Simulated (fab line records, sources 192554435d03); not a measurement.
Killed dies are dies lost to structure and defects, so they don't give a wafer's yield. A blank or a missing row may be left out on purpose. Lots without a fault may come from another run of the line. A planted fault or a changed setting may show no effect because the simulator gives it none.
fab line records | flow n5_finfet
record lots=7 wafers=19 last_day=18
route steps=1938 shown BEOL_M3@936 BEOL_M4@1111 PASSIVATION@1936
lots that met no fault: from a run of the same line without faults
start_h: hours from the record's first day to the start of the lot's first wafer shown | wait_h: hours since the lot's step before | " the same as in the row above | L1.1+2: a row that stands for several wafers | - no value, or no start given | * or withheld: withheld | < > ~ a bound
route shown NAME@n: a module of which the file shows steps, and the number in the route of the first | usual: mean/standard deviation of fault-free wafers | same: alike in all rows | chamber/n: place in a boat | sites: the reading at each site | _std_site: their standard deviation | _edge_site: outer sites' mean less inner sites' | radius_mm: how far each site lies from the wafer's centre | mask NAME#n: copy n | behind: the tool/chamber that last shaped the wafer | hold: why the lot was held/for how many hours/how that ended | device: the transistor (n, p or np) that didn't switch | end of line: the same wafers' tests at the end of the route | a step without rows: its recipe alone | killed: dies lost to structure and defects at the first sort, not the wafer's yield | map: a wafer's dies, x killed, . not, _ none there
set.NAME: the setting as run; set.NAME@STEP: as run at that earlier step | model.NAME: the simulator's own value behind a step, which no gauge read
lots at some steps of the route; a table a step, a row a wafer
services: from which hour (start_h, from the record's first day; less than 0 if before it) a tool's chamber was out of use, for how many hours, and why
## steps
# step N5_BEOL_M3_COAT_62
# recipe resist=SiARC temp_c=220 time_s=60 spin_rpm=1500 resist_thk_nm=12
# step N5_BEOL_M3_COAT_73
# recipe resist=underlayer temp_c=205 time_s=60 spin_rpm=1500 resist_thk_nm=5
# step N5_BEOL_M3_COAT_05
# recipe resist=CAR-EUV spin_rpm=1500 resist_thk_nm=30
# step N5_BEOL_M3_EBR_07
# recipe solvent=PGMEA ebr_width_mm=1.5
# step N5_BEOL_M3_SOFTBAKE_06
# recipe temp_c=110 time_s=60 resist=CAR-EUV
# step N5_BEOL_M3_EXPOSE_08
# recipe mask_id=M3 na=0.33 source_shape=dipole sigma_inner=0.369 sigma_outer=0.767 polarization=unpolarized dose_mj=33
# step N5_BEOL_M3_PEB_09
# recipe peb_temp_c=100 peb_time_s=60 resist=CAR-EUV
# step N5_BEOL_M3_DEVELOP_10
# recipe develop_time_s=30 developer=TMAH resist=CAR-EUV rinse_liquid=surfactant_rinse dry=air_spin dev_temp_c=23
# step N5_BEOL_M3_CD_MEAS_11
# recipe target_cd_nm=17.05 landing_energy_ev=500 detector=se_inlens polarity=opening
# usual cd_nm=17.01/0.27
# columns lot.wafer tool chamber start_h wait_h cd_nm
L370.1 cd_sem-03 0 157.77 - 17.32
L370.2 " 0 " " 17.57
L370.5 " 0 " " 17.45
L374.2 cd_sem-03 0 223.35 - 17.23
L374.3 " 0 " " 17.60
L374.6 " 0 " " 17.37
L379.2 cd_sem-01 0 229.31 - 16.77
L379.5 " 0 " " 16.75
L379.6 " 0 " " 16.83
L386.1 cd_sem-01 0 273.56 - 17.12
L386.5 " 0 " " 16.78
L387.1 cd_sem-03 0 276.00 - 17.16
L387.3 " 0 " " 17.50
L388.1 cd_sem-01 0 279.98 - 17.14
L388.3 " 0 " " 16.72
L388.4 " 0 " " 17.03
L390.1 cd_sem-02 0 300.59 - 17.22
L390.4 " 0 " " 17.18
L390.6 " 0 " " 16.95
# step N5_BEOL_M3_OVL_MEAS_12
# recipe points_per_wafer=522
# usual M3_OVL=0.1/0.63
# columns lot.wafer tool chamber start_h wait_h M3_OVL[nm]
L370.1 overlay-02 0 157.80 0.0 -0.9
L370.2 " 0 " " -0.7
L370.5 " 0 " " -0.6
L374.2 overlay-01 0 223.38 0.0 1.1
L374.3 " 0 " " -0.8
L374.6 " 0 " " 0.0
L379.2 overlay-01 0 229.35 0.0 0.6
L379.5 " 0 " " 0.6
L379.6 " 0 " " -0.9
L386.1 overlay-02 0 273.59 0.0 0.8
L386.5 " 0 " " 0.2
L387.1 overlay-01 0 276.03 0.0 0.7
L387.3 " 0 " " 0.3
L388.1 overlay-02 0 280.01 0.0 0.0
L388.3 " 0 " " 0.0
L388.4 " 0 " " 0.3
L390.1 overlay-01 0 300.62 0.0 -0.3
L390.4 " 0 " " 0.2
L390.6 " 0 " " -0.4
# step N5_BEOL_M3_INSPECT_13
# recipe mode=adi inspect_instrument=brightfield
# usual raw_defect_count=422/85
# columns lot.wafer tool chamber start_h wait_h raw_defect_count
L370.1 defect_inspect-01 - 157.86 0.1 307
L370.2 " - " " 291
L370.5 " - " " 371
L374.2 defect_inspect-02 - 223.43 0.0 375
L374.3 " - " " 436
L374.6 " - " " 488
L379.2 defect_inspect-01 - 229.40 0.0 460
L379.5 " - " " 488
L379.6 " - " " 497
L386.1 defect_inspect-01 - 273.64 0.1 250
L386.5 " - " " 376
L387.1 defect_inspect-02 - 276.09 0.1 483
L387.3 " - " " 483
L388.1 defect_inspect-01 - 280.07 0.1 448
L388.3 " - " " 373
L388.4 " - " " 298
L390.1 defect_inspect-02 - 300.68 0.1 424
L390.4 " - " " 385
L390.6 " - " " 465
# step N5_BEOL_M3_DESCUM_16
# recipe chemistry=O2 time_s=7 source_power_w=50 bias_power_w=20 pressure_mtorr=20 rf_frequency_hz=2.712e+07 temp_c=40 resist=CAR-EUV o2_flow_sccm=225
# usual drypump_motor_current_A=5.6/0.44 oes_product_au=0.79/0.098 rf_vpp_V=243.7/1.4 showerhead_plenum_p_Torr=2.11/0.07 throttle_valve_pct=20.40/0.26
# columns lot.wafer tool chamber start_h wait_h drypump_motor_current_A oes_product_au rf_hours_counter_h rf_vpp_V showerhead_plenum_p_Torr throttle_valve_pct
L370.1 rie_diel-06 0 157.89 0.0 5.5 0.93 5 243.1 2.04 20.23
L370.2 " 1 " " 5.2 0.83 60 246.8 2.20 20.58
L370.5 " 2 " " 6.2 0.70 - 244.2 2.18 20.37
L374.2 rie_diel-02 0 223.47 0.0 5.7 0.72 195 244.1 2.16 20.70
L374.3 " 1 " " 5.8 0.72 180 243.3 2.08 20.42
L374.6 " 2 " " 5.7 0.88 - 244.8 2.23 20.52
L379.2 rie_diel-01 1 229.59 0.2 5.2 0.67 229 244.4 2.13 20.49
L379.5 " 3 " " 6.4 0.87 - 244.1 2.11 19.73
L379.6 " 1 " " 5.2 0.67 - 244.0 2.13 20.48
L386.1 rie_diel-06 3 273.95 0.3 5.1 0.90 38 242.3 2.03 20.28
L386.5 " 3 " " 5.1 0.89 - 241.8 2.03 20.26
L387.1 rie_diel-06 3 276.14 0.1 5.1 0.90 39 243.7 2.03 20.27
L387.3 " 2 " " 6.2 0.67 244 245.4 2.17 20.43
L388.1 rie_diel-06 2 280.31 0.2 6.2 0.67 245 243.6 2.17 20.42
L388.3 " 0 " " 5.5 0.87 38 242.7 2.03 20.29
L388.4 " 1 " " 5.2 0.78 101 244.7 2.18 20.63
L390.1 rie_diel-02 1 300.74 0.1 5.8 0.72 183 243.6 2.08 20.42
L390.4 " 2 " " 5.7 0.88 52 244.9 2.23 20.53
L390.6 " 1 " " 5.8 0.72 - 243.6 2.08 20.42
# step N5_BEOL_M3_ETCH_74
# recipe chemistry=N2/H2 target=underlayer target_depth_a=65 mask_material=CAR-EUV time_s=5.2 ion_energy_ev=200 pressure_mtorr=30 source_w=840 bias_w=150 n2_flow_sccm=200 h2_flow_sccm=200 ends=cleared
# usual drypump_motor_current_A=5.6/0.45 etch_rf_on_time_s=5.14/0.14 oes_product_au=0.68/0.082 rf_vpp_V=525.0/2.8 showerhead_plenum_p_Torr=2.58/0.079 throttle_valve_pct=17.95/0.24
# columns lot.wafer tool chamber start_h wait_h drypump_motor_current_A etch_rf_on_time_s oes_product_au rf_hours_counter_h rf_vpp_V showerhead_plenum_p_Torr throttle_valve_pct
L370.1 rie_diel-06 0 157.92 0.0 5.5 5.09 0.81 5 521.5 2.49 17.70
L370.2 " 1 " " 5.2 4.98 0.72 60 529.4 2.67 17.98
L370.5 " 2 " " 6.2 4.87 0.60 - 528.6 2.63 17.77
L374.2 rie_diel-02 0 223.50 0.0 5.7 5.10 0.62 195 525.5 2.67 18.46
L374.3 " 1 " " 5.8 5.10 0.62 180 521.8 2.53 17.78
L374.6 " 2 " " 5.8 5.16 0.74 - 528.9 2.71 18.08
L379.2 rie_diel-01 1 229.62 0.0 5.2 5.31 0.58 229 524.8 2.62 18.21
L379.5 " 3 " " 6.4 5.33 0.74 - 527.6 2.61 17.55
L379.6 " 1 " " 5.2 5.40 0.58 - 526.7 2.62 18.18
L386.1 rie_diel-06 3 273.98 0.0 5.1 5.03 0.76 38 523.7 2.50 17.83
L386.5 " 3 " " 5.1 6.16 0.69 - 524.0 2.50 17.81
L387.1 rie_diel-06 3 276.18 0.0 5.1 5.04 0.77 39 521.5 2.50 17.80
L387.3 " 2 " " 6.2 6.01 0.52 244 527.1 2.61 17.84
L388.1 rie_diel-06 2 280.34 0.0 6.2 4.98 0.57 245 526.6 2.61 17.86
L388.3 " 0 " " 5.5 6.13 0.67 38 520.0 2.47 17.72
L388.4 " 1 " " 5.2 5.04 0.67 101 526.4 2.65 18.05
L390.1 rie_diel-02 1 300.78 0.0 5.8 5.01 0.62 183 523.2 2.53 17.83
L390.4 " 2 " " 5.8 5.08 0.75 52 528.2 2.71 18.09
L390.6 " 1 " " 5.8 5.02 0.62 - 523.3 2.53 17.80
# step N5_BEOL_M3_ETCH_63
# recipe chemistry=CF4 target=SiARC target_depth_a=156 mask_material=CAR-EUV time_s=26 ion_energy_ev=80 pressure_mtorr=40 source_w=545 bias_w=36 Ar_flow_sccm=100 cf4_flow_sccm=100 ends=cleared
# usual drypump_motor_current_A=5.6/0.44 etch_rf_on_time_s=25.7/0.55 oes_product_au=0.68/0.083 rf_vpp_V=184.5/1.1 showerhead_plenum_p_Torr=2.17/0.065 throttle_valve_pct=15.64/0.25
# columns lot.wafer tool chamber start_h wait_h drypump_motor_current_A etch_rf_on_time_s oes_product_au rf_hours_counter_h rf_vpp_V showerhead_plenum_p_Torr throttle_valve_pct
L370.1 rie_diel-06 0 157.94 0.0 5.5 25.7 0.81 5 183.5 2.11 15.44
L370.2 " 1 " " 5.2 25.4 0.72 60 184.3 2.26 15.78
L370.5 " 2 " " 6.2 24.7 0.60 - 185.7 2.20 15.45
L374.2 rie_diel-02 0 223.52 0.0 5.7 25.9 0.61 195 185.1 2.20 15.92
L374.3 " 1 " " 5.8 25.2 0.62 180 183.9 2.13 15.64
L374.6 " 2 " " 5.7 25.6 0.76 - 184.4 2.26 15.54
L379.2 rie_diel-01 1 229.64 0.0 5.2 26.7 0.58 229 185.1 2.22 15.96
L379.5 " 3 " " 6.4 26.4 0.74 - 184.1 2.18 15.11
L379.6 " 1 " " 5.2 26.7 0.58 - 184.9 2.22 15.96
L386.1 rie_diel-06 3 274.00 0.0 5.1 25.2 0.76 38 184.3 2.11 15.54
L386.5 " 3 " " 5.1 25.2 0.77 - 183.4 2.11 15.54
L387.1 rie_diel-06 3 276.19 0.0 5.1 25.1 0.76 39 182.9 2.11 15.57
L387.3 " 2 " " 6.2 24.8 0.59 244 183.4 2.19 15.52
L388.1 rie_diel-06 2 280.36 0.0 6.2 25.0 0.58 245 185.3 2.19 15.54
L388.3 " 0 " " 5.5 25.4 0.75 38 183.3 2.10 15.48
L388.4 " 1 " " 5.2 25.7 0.66 101 184.9 2.24 15.86
L390.1 rie_diel-02 1 300.79 0.0 5.8 25.5 0.62 183 184.4 2.13 15.63
L390.4 " 2 " " 5.8 25.5 0.75 52 185.0 2.26 15.58
L390.6 " 1 " " 5.8 25.3 0.62 - 185.4 2.13 15.64
# step N5_BEOL_M4_RC_MEAS_101
# usual DIBL_N=36.2/2.4 DIBL_P=36.2/2.6 IOFF_N=0.16/0.045 IOFF_P=0.21/0.046 ION_N=674/17 ION_P=463/11 SS_N=71.5/0.77 SS_P=73.1/0.76 VT_N=250/3.9 VT_P=-250/3.9
# columns lot.wafer tool chamber start_h wait_h DIBL_N[mV/V] DIBL_P[mV/V] IOFF_N[nA/um] IOFF_P[nA/um] ION_N[uA/um] ION_P[uA/um] SS_N[mV/dec] SS_P[mV/dec] VT_N[mV] VT_P[mV]
L370.1 prober-01 0 178.63 0.0 38.9 40.6 0.21 0.28 698 477 72.1 74.6 247 -247
L370.2 " 0 " " 40.5 41.5 0.31 0.33 690 467 73.4 74.5 242 -244
L370.5 " 0 " " 41.3 43.8 0.30 0.38 712 488 73.2 74.9 242 -243
L379.2 prober-01 0 249.75 0.2 35.9 33.7 0.15 0.21 681 470 71.7 72.9 251 -249
L379.5 " 0 " " 33.7 32.1 0.13 0.19 679 476 70.1 72.7 251 -248
L379.6 " 0 " " 38.7 36.5 0.21 0.25 693 469 71.7 73.9 245 -242
L386.1 prober-01 0 292.08 0.0 36.8 34.6 0.17 0.21 655 453 72.6 72.8 252 -250
L386.5 " 0 " " 36.9 37.5 0.18 0.25 694 483 71.2 73.4 248 -246
L387.1 prober-02 0 294.34 0.0 37.1 36.7 0.18 0.21 680 467 72.7 73.1 248 -250
L387.3 " 0 " " 33.9 33.7 0.14 0.17 694 471 70.7 73.0 246 -252
L388.1 prober-01 0 300.31 0.0 39.0 38.5 0.21 0.25 685 467 72.9 73.6 247 -248
L388.3 " 0 " " 35.5 35.1 0.13 0.19 651 454 71.0 72.7 254 -248
L388.4 " 0 " " 34.2 33.9 0.11 0.17 667 463 71.5 72.8 256 -252
L374.2 prober-01 0 311.35 0.2 37.9 38.3 0.17 0.22 674 463 71.9 73.6 248 -248
L374.3 " 0 " " 34.8 34.4 0.12 0.16 671 463 70.3 72.4 254 -253
L374.6 " 0 " " 36.2 36.6 0.15 0.19 679 472 71.4 72.8 250 -252
L390.1 prober-01 0 319.41 0.8 38.5 38.9 0.22 0.28 699 476 71.9 73.4 246 -245
L390.4 " 0 " " 34.5 34.9 0.16 0.22 698 479 71.4 72.1 247 -247
L390.6 " 0 " " 37.4 37.8 0.19 0.26 679 463 71.9 73.5 248 -245
# step N5_PASSIVATION_PROBE_49
# usual defect_limited_yield=91.2/1.4 killed_at_M0_to_M3=33/9.5 killed_at_M4_up=13/4.7 killed_at_contacts=11/5.3 killed_at_front_end=42/12 killed_at_other=5/3.3 killed_dies=104/17 killed_open=67/12 killed_short=33/7.7 sort_bin_4_leakage=0.01/0.058 sort_bin_5_function=5.1/0.94 sort_bin_6_memory=3.3/0.67 sort_n_pass=1074/24 sort_yield_pct=91.1/2
# same gross_dies=1180 killed_at_back_side=0 sort_bin_8_speed[%]=0
# columns lot.wafer tool chamber start_h wait_h defect_limited_yield[%] killed_at_M0_to_M3 killed_at_M4_up killed_at_contacts killed_at_front_end killed_at_other killed_dies killed_open killed_short sort_bin_4_leakage[%] sort_bin_5_function[%] sort_bin_6_memory[%] sort_n_pass sort_yield_pct[%]
L370.1 prober-01 - 262.16 0.0 92.9 44 6 6 28 0 84 55 28 0 4.3 2.7 1096 92.9
L370.2 prober-01 - 262.21 0.1 92.5 42 13 8 24 1 88 59 29 0.42 4.2 2.8 1087 92.1
L370.5 prober-01 - 262.36 0.2 89.0 69 15 8 38 0 130 85 42 0.08 5.8 4.7 1049 88.9
L379.2 prober-02 - 370.64 0.1 91.4 36 12 8 44 1 101 52 40 0 5.6 2.1 1079 91.4
L379.5 prober-02 - 370.79 0.2 90.3 32 15 11 51 5 114 73 38 0 6.0 3.2 1066 90.3
L379.6 prober-02 - 370.84 0.3 92.1 35 6 13 38 1 93 60 26 0 4.9 2.2 1087 92.1
L386.1 prober-01 - 398.87 0.0 91.4 44 16 5 30 7 102 64 38 0 4.8 3.6 1078 91.4
L386.5 prober-01 - 399.07 0.2 90.8 46 11 10 37 5 109 74 34 0 6.3 2.7 1071 90.8
L387.1 prober-02 - 406.89 0.0 92.8 28 14 10 25 8 85 57 28 0 4.1 2.8 1095 92.8
L387.3 prober-02 - 406.99 0.1 90.6 26 21 19 44 1 111 90 15 0 5.2 3.6 1069 90.6
L388.1 prober-01 - 407.95 0.0 91.4 29 11 6 52 3 101 74 27 0 5.0 3.4 1079 91.4
L388.3 prober-01 - 408.05 0.1 90.1 46 12 6 50 3 117 75 42 0 5.4 4.2 1063 90.1
L388.4 prober-01 - 408.10 0.2 90.8 30 12 4 62 1 109 79 30 0 5.4 3.4 1071 90.8
L374.2 prober-01 - 423.81 0.1 91.8 35 12 23 23 4 97 61 25 0 5.3 2.4 1083 91.8
L374.3 prober-01 - 423.86 0.1 91.0 53 13 12 25 3 106 65 32 0 4.7 3.5 1074 91.0
L374.6 prober-01 - 424.01 0.3 90.9 45 17 12 28 5 107 67 32 0 5.3 3.7 1073 90.9
L390.1 prober-02 - 432.29 0.0 90.5 24 14 17 54 3 112 69 41 0 4.5 4.5 1068 90.5
L390.4 prober-02 - 432.44 0.2 91.4 21 13 7 56 5 102 65 34 0 5.5 2.8 1078 91.4
L390.6 prober-02 - 432.54 0.3 91.9 28 11 7 47 2 95 65 29 0 4.5 3.1 1085 91.9
# killed by level:class
L370.1 BEOL_M0_SAQP:geometric_particle:short=11 BEOL_M0_SAQP:geometric_particle:open=10 BEOL_M3:geometric_particle:open=8 FIN_SAQP:geometric_particle:open=7 BEOL_M2:geometric_particle:open=7 FIN_SAQP:geometric_particle:short=6 DUMMY_GATE:geometric_particle:open=5 MOL_CONTACT_COAG:geometric_particle:open=5
L370.2 BEOL_M0_SAQP:geometric_particle:short=12 BEOL_M1:geometric_particle:open=10 MOL_CONTACT_COAG:geometric_particle:open=8 BEOL_M0_SAQP:geometric_particle:open=7 GATE_CUT:geometric_particle:open=6 BEOL_M3:geometric_particle:open=5 FIN_SAQP:geometric_particle:open=4 STARTING-WAFER:geometric_particle:short=4
L370.5 BEOL_M0_SAQP:geometric_particle:open=21 BEOL_M0_SAQP:geometric_particle:short=13 BEOL_M3:geometric_particle:open=10 BEOL_M2:geometric_particle:open=9 FIN_SAQP:geometric_particle:open=7 GATE_CUT:geometric_particle:open=6 BEOL_M8:geometric_particle:open=6 GATE_CUT:geometric_particle:short=5
L379.2 FIN_SAQP:geometric_particle:short=11 BEOL_M0_SAQP:geometric_particle:short=11 FIN_SAQP:geometric_particle:open=8 GATE_CUT:geometric_particle:short=8 MOL_CONTACT_COAG:geometric_particle:open=8 BEOL_M1:geometric_particle:open=6 BEOL_M0_SAQP:geometric_particle:open=5 BEOL_M3:geometric_particle:open=5
L379.5 FIN_SAQP:geometric_particle:open=16 FIN_SAQP:geometric_particle:short=11 BEOL_M0_SAQP:geometric_particle:open=10 MOL_CONTACT_COAG:geometric_particle:open=9 BEOL_M4:geometric_particle:open=9 BEOL_M0_SAQP:geometric_particle:short=8 BEOL_M3:geometric_particle:open=6 STARTING-WAFER:geometric_particle:open=5
L379.6 FIN_SAQP:geometric_particle:open=16 BEOL_M3:geometric_particle:open=11 MOL_CONTACT_COAG:geometric_particle:open=9 FIN_SAQP:geometric_particle:short=8 BEOL_M0_SAQP:geometric_particle:short=8 BEOL_M0_SAQP:geometric_particle:open=4 HKMG_FIN:area_etch=4 DUMMY_GATE:geometric_particle:open=3
L386.1 BEOL_M0_SAQP:geometric_particle:short=12 STI_FIN_REVEAL:geometric_particle:open=10 BEOL_M5:geometric_particle:open=7 BEOL_M0_SAQP:geometric_particle:open=7 BEOL_M2:geometric_particle:open=7 MOL_CONTACT_COAG:geometric_particle:open=5 DUMMY_GATE:geometric_particle:open=5 BEOL_M0:geometric_particle:open=5
L386.5 BEOL_M3:geometric_particle:open=14 STI_FIN_REVEAL:geometric_particle:open=14 BEOL_M2:geometric_particle:open=10 MOL_CONTACT_COAG:geometric_particle:open=8 GATE_CUT:geometric_particle:short=7 BEOL_M0_SAQP:geometric_particle:short=7 BEOL_M1:geometric_particle:open=6 FIN_SAQP:geometric_particle:short=4
L387.1 BEOL_M3:geometric_particle:open=12 MOL_CONTACT_COAG:geometric_particle:open=9 FIN_SAQP:geometric_particle:short=6 DUMMY_GATE:geometric_particle:open=6 BEOL_M2:geometric_particle:open=6 BEOL_M4:geometric_particle:open=5 MIM_TOP_ETCH:geometric_particle:short=5 STI_FIN_REVEAL:geometric_particle:open=4
L387.3 STI_FIN_REVEAL:geometric_particle:open=16 MOL_CONTACT_COAG:geometric_particle:open=16 DUMMY_GATE:geometric_particle:open=9 BEOL_M4:geometric_particle:open=8 BEOL_M0_SAQP:geometric_particle:open=7 BEOL_M2:geometric_particle:open=7 BEOL_M3:geometric_particle:open=7 BEOL_M6:geometric_particle:open=6
L388.1 FIN_SAQP:geometric_particle:open=27 BEOL_M0_SAQP:geometric_particle:open=9 BEOL_M3:geometric_particle:open=8 FIN_SAQP:geometric_particle:short=5 DUMMY_GATE:geometric_particle:open=5 BEOL_M4:geometric_particle:open=5 MOL_CONTACT_COAG:geometric_particle:open=4 BEOL_M2:geometric_particle:open=4
L388.3 FIN_SAQP:geometric_particle:open=17 BEOL_M3:geometric_particle:open=15 BEOL_M2:geometric_particle:open=9 FIN_SAQP:geometric_particle:short=9 STI_FIN_REVEAL:geometric_particle:open=9 BEOL_M0_SAQP:geometric_particle:short=9 GATE_CUT:geometric_particle:open=5 MOL_CONTACT_COAG:geometric_particle:open=5
L388.4 FIN_SAQP:geometric_particle:open=22 STI_FIN_REVEAL:geometric_particle:open=10 DUMMY_GATE:geometric_particle:open=9 BEOL_M2:geometric_particle:open=8 FIN_SAQP:geometric_particle:short=7 BEOL_M3:geometric_particle:open=7 BEOL_M0_SAQP:geometric_particle:open=7 GATE_CUT:geometric_particle:short=4
L374.2 MOL_CONTACT_COAG:geometric_particle:open=16 BEOL_M3:geometric_particle:open=8 BEOL_M2:geometric_particle:open=7 BEOL_M1:geometric_particle:open=6 HKMG_FIN:area_etch=6 DUMMY_GATE:geometric_particle:open=5 BEOL_M4:geometric_particle:open=5 MOL_CONTACT_COAG:area_etch=5
L374.3 BEOL_M2:geometric_particle:open=15 BEOL_M1:geometric_particle:open=12 MOL_CONTACT_COAG:geometric_particle:open=8 BEOL_M0_SAQP:geometric_particle:short=8 HKMG_FIN:area_etch=8 BEOL_M0_SAQP:geometric_particle:open=6 BEOL_M3:geometric_particle:open=5 GATE_CUT:geometric_particle:open=4
L374.6 BEOL_M0_SAQP:geometric_particle:open=11 BEOL_M0_SAQP:geometric_particle:short=10 STI_FIN_REVEAL:geometric_particle:open=9 BEOL_M4:geometric_particle:open=9 MOL_CONTACT_COAG:geometric_particle:open=7 BEOL_M2:geometric_particle:open=7 BEOL_M3:geometric_particle:open=6 BEOL_M1:geometric_particle:open=5
L390.1 MOL_CONTACT_COAG:geometric_particle:open=15 FIN_SAQP:geometric_particle:short=14 FIN_SAQP:geometric_particle:open=11 STI_FIN_REVEAL:geometric_particle:open=10 BEOL_M0_SAQP:geometric_particle:open=6 BEOL_M2:geometric_particle:open=6 BEOL_M4:geometric_particle:open=5 BEOL_M0_SAQP:geometric_particle:short=5
L390.4 FIN_SAQP:geometric_particle:open=24 FIN_SAQP:geometric_particle:short=16 BEOL_M3:geometric_particle:open=7 BEOL_M5:geometric_particle:open=5 BEOL_M1:geometric_particle:open=5 STI_FIN_REVEAL:geometric_particle:open=4 MOL_CONTACT_COAG:geometric_particle:open=4 BEOL_M6:geometric_particle:open=4
L390.6 FIN_SAQP:geometric_particle:open=14 FIN_SAQP:geometric_particle:short=13 BEOL_M1:geometric_particle:open=9 STI_FIN_REVEAL:geometric_particle:open=8 BEOL_M0_SAQP:geometric_particle:short=7 BEOL_M3:geometric_particle:open=7 MOL_CONTACT_COAG:geometric_particle:open=6 BEOL_M4:geometric_particle:open=5
## services
# columns tool chamber start_h hours kind
rie_diel-01 3 148.32 7.9 repair
rie_diel-06 3 154.22 - clean
rie_diel-06 3 154.22 - consumable_replace:focus_ring
rie_diel-06 3 154.22 12.6 scheduled_down
rie_diel-06 3 154.22 12.6 vent_cycle
rie_diel-01 3 156.65 - clean
rie_diel-01 3 156.65 - consumable_replace:focus_ring
rie_diel-01 3 156.65 21.4 scheduled_down
rie_diel-01 3 156.65 21.4 vent_cycle
rie_diel-02 1 196.13 24.9 repair
rie_diel-01 0 211.47 - clean
rie_diel-01 0 211.47 - consumable_replace:focus_ring
rie_diel-01 0 211.47 18.4 scheduled_down
rie_diel-01 0 211.47 18.4 vent_cycle
rie_diel-01 2 218.89 6.3 repair
rie_diel-06 2 227.39 4.3 repair
rie_diel-06 1 244.69 4.1 repair
rie_diel-01 3 282.73 4.1 repair
rie_diel-01 1 286.82 - clean
rie_diel-01 1 286.82 - consumable_replace:focus_ring
rie_diel-06 2 299.52 - clean
rie_diel-06 2 299.52 - consumable_replace:focus_ring
rie_diel-06 2 299.52 35.5 scheduled_down
rie_diel-06 2 299.52 35.5 vent_cycle
## key
first_sign step=N5_BEOL_M3_ETCH_74 reading=etch_rf_on_time_s direction=up sigmas=6.9 usual=* struck=*
effect none on later readings
met_at N5_BEOL_M3_ETCH_74
struck_wafers L386.5,L387.3,L388.3
onset_between 157.92 273.98
fault kind=process_parameter_drift tool=rie_diel-06 chamber=- onset_h=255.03 steps=N5_BEOL_M3_ETCH_74 channel=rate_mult offset=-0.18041 shape=step end_h=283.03 scope=struck_wafers_only
